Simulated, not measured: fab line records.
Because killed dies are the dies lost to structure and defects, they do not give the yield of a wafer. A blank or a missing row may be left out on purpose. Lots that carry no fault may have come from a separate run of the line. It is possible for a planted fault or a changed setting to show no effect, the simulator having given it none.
One fault seen from 3 desks	flow n5 finfet	each desk holds nothing but its own numbers, with what lay behind them at the end

## METROLOGY DESK
What the gauges read for every lot (on any tool): the sampled wafers with a number, averaged. Any lot whose mean is over 4 standard deviations away from the usual mean is out of limits and marked OUT; that distance is given in the brackets. Readings shown: 7 of its 10, picked as those furthest out on some lot.
Columns: A = DIBL_N at N5_BEOL_M4_RC_MEAS_101, usual 37.0 mV/V; B = DIBL_P at N5_BEOL_M4_RC_MEAS_101, usual 37.3 mV/V; C = ION_N at N5_BEOL_M4_RC_MEAS_101, usual 675 uA/um; D = ION_P at N5_BEOL_M4_RC_MEAS_101, usual 460 uA/um; E = SS_N at N5_BEOL_M4_RC_MEAS_101, usual 71.7 mV/dec; F = VT_N at N5_BEOL_M4_RC_MEAS_101, usual 249 mV; G = VT_P at N5_BEOL_M4_RC_MEAS_101, usual -250 mV
lot	first seen here	A	B	C	D	E	F	G
L481	day 8 22:55	38.3	39.3	684	456	72.0	247	-251
L482	day 9 01:54	36.6	37.9	677	469	71.2	250	-248
L484	day 9 08:11	37.7	39.0	693	468	71.9	249	-252
L483	day 9 09:13	37.1	39.1	682	469	72.2	246	-246
L486	day 10 05:55	38.4	40.1	684	470	71.9	248	-247
L488	day 10 09:41	34.5	32.9	668	465	71.6	254	-249
L490	day 11 08:12	36.5	37.4	678	468	71.2	248	-247
L500	day 14 07:43	37.8	38.9	681	468	72.5	248	-247
This desk found nothing out of limits on any of the 8 lots.

## THE DEFECT DESK
Inspection counts along the route, by lot: the mean over sampled wafers that carry a number. Any lot whose mean is over 4 standard deviations away from the usual mean is out of limits and marked OUT; that distance is given in the brackets.
Columns: A = raw defect count at N5_BEOL_M0_INSPECT_127, usual 66; B = raw defect count at N5_BEOL_M1_INSPECT_13, usual 406; C = raw defect count at N5_BEOL_M1_INSPECT_30, usual 415
lot	first seen here	A	B	C
L481	day 6 19:50	57	400	415
L482	day 7 00:21	81	562	527
L483	day 7 07:06	60	479	491
L484	day 7 14:26	73	401	402
L486	day 7 23:25	66	476	459
L488	day 8 14:35	42	309	301
L490	day 9 02:02	223 (+7.9) OUT	641	657
L500	day 11 13:26	84	407	400
This desk's verdict: out of limits on L490, starting with L490 at day 9 02:02 (raw defect count at N5_BEOL_M0_INSPECT_127). In limits: L481, L482, L483, L484, L486, L488, L500.

## TOOL OWNER'S DESK, cmp-01
The tool's own readings at N5_BEOL_M0_CMP_120 (polishes, stops on SiOC, t overpolish 6.9 s): means of the sampled wafers that have a number, for each lot that ran on this tool. Any lot whose mean is over 4 standard deviations away from the usual mean is out of limits and marked OUT; that distance is given in the brackets.
Columns: A = barrier field endpoint s at N5_BEOL_M0_CMP_120, usual 3.67 s; B = clearing platen down force psi at N5_BEOL_M0_CMP_120, usual 1.500 psi; C = clearing platen rpm at N5_BEOL_M0_CMP_120, usual 49.999 rpm; D = motor current A at N5_BEOL_M0_CMP_120, usual 6.2 A; E = overpolish run s at N5_BEOL_M0_CMP_120, usual 6.899 s; F = time to endpoint s at N5_BEOL_M0_CMP_120, usual 62 s
lot	first seen here	A	B	C	D	E	F
L482	day 6 23:29	3.82	1.501	50.014	6.1	6.905	53
L488	day 8 14:01	3.85	1.498	49.999	6.2	6.899	65
L490	day 9 01:30	3.59	1.501	50.001	5.7	6.905	60
This desk found nothing out of limits on any of the 3 lots.

## TAKEN TOGETHER
The defect desk could have raised an alarm at day 9 02:02, on L490.
At the metrology desk, nothing out of limits was observed.
Nothing out of limits was seen by the tool owner's desk.
The metrology desk has L490 on record, within its limits.
On record at the tool owner's desk: L490, within its limits.
The lots listed all ran N5_BEOL_M0_CMP_120 on cmp-01.

## WHAT WAS PUT IN BY THE SIMULATOR
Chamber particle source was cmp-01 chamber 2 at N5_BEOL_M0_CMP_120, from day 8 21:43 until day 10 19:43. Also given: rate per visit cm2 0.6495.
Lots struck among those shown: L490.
Hours from the fault's start to each desk's first reading out of limits: the defect desk, 4.
